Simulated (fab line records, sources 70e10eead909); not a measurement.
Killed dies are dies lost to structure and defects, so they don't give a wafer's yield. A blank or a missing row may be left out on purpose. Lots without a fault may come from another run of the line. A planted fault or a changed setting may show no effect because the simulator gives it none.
Chamber matching | flow nand_harc | NHARC_P_BONDPAD_STRIP_15 on rie_diel-13: 4 sister chambers
The step strips in O2. 14 wafers are shown with their chamber, then 7 later ones without.

WAFERS WITH THEIR CHAMBER
wafer  | chamber | showerhead_plenum_p_Torr (Torr) | oes_product_au (a.u.) | rf_vpp_V (V)
L075.1 | 1       | 3.74                            | 1.005                 | 57.7
L075.2 | 0       | 3.54                            | 0.985                 | 59.0
L075.5 | 1       | 3.74                            | 0.995                 | 58.3
L087.1 | 2       | 3.33                            | 1.004                 | 58.7
L087.3 | 3       | 3.60                            | 0.989                 | 56.9
L087.6 | 1       | 3.74                            | 1.002                 | 58.3
L090.3 | 3       | 3.60                            | 0.989                 | 58.5
L090.5 | 0       | 3.54                            | 1.001                 | 57.7
L090.6 | 3       | 3.60                            | 0.995                 | 57.1
L089.2 | 2       | 3.33                            | 1.001                 | 57.3
L089.4 | 0       | 3.54                            | 1.015                 | 58.9
L089.5 | 0       | 3.54                            | 1.010                 | 57.6
L093.1 | 1       | 3.73                            | 1.017                 | 58.7
L093.2 | 3       | 3.60                            | 1.003                 | 57.4

SIGNATURES (means of the wafers above)
reading                  | chamber 0 | chamber 1 | chamber 2 | chamber 3 | scatter within a chamber
showerhead_plenum_p_Torr | 3.5400    | 3.7375    | 3.3300    | 3.6000    | 0.00274
oes_product_au           | 1.00275   | 1.00475   | 1.00250   | 0.99400   | 0.00954
rf_vpp_V                 | 58.300    | 58.250    | 58.000    | 57.475    | 0.687
Rule: a wafer's distance from a chamber is the root of the sum, over the readings, of the square of ((its reading less the chamber's mean) divided by the reading's scatter). The wafer belongs to the nearest chamber; if the next one is less than 2 further off, it can't be placed. The scatter: the root of (the sum of the squares of (reading less its chamber's mean) over the shown wafers, divided by (wafers less chambers)).

WAFERS WITHOUT THEIR CHAMBER
wafer  | showerhead_plenum_p_Torr (Torr) | oes_product_au (a.u.) | rf_vpp_V (V)
L093.6 | 3.54                            | 1.002                 | 57.8
L093.3 | 3.33                            | 0.989                 | 56.9
L093.4 | 3.54                            | 1.000                 | 58.1
L093.5 | 3.60                            | 0.989                 | 58.0
L094.2 | 3.60                            | 0.991                 | 57.0
L094.3 | 3.73                            | 1.011                 | 59.0
L094.4 | 3.54                            | 0.996                 | 57.4

WHICH CHAMBER EACH WENT THROUGH
wafer  | from the rows above | in truth
L093.6 | 0                   | 0
L093.3 | 2                   | 2
L093.4 | 0                   | 0
L093.5 | 3                   | 3
L094.2 | 3                   | 3
L094.3 | 1                   | 1
L094.4 | 0                   | 0
Placed correctly: 7 of 7. Can't be placed from these rows: 0. Placed wrongly: 0.
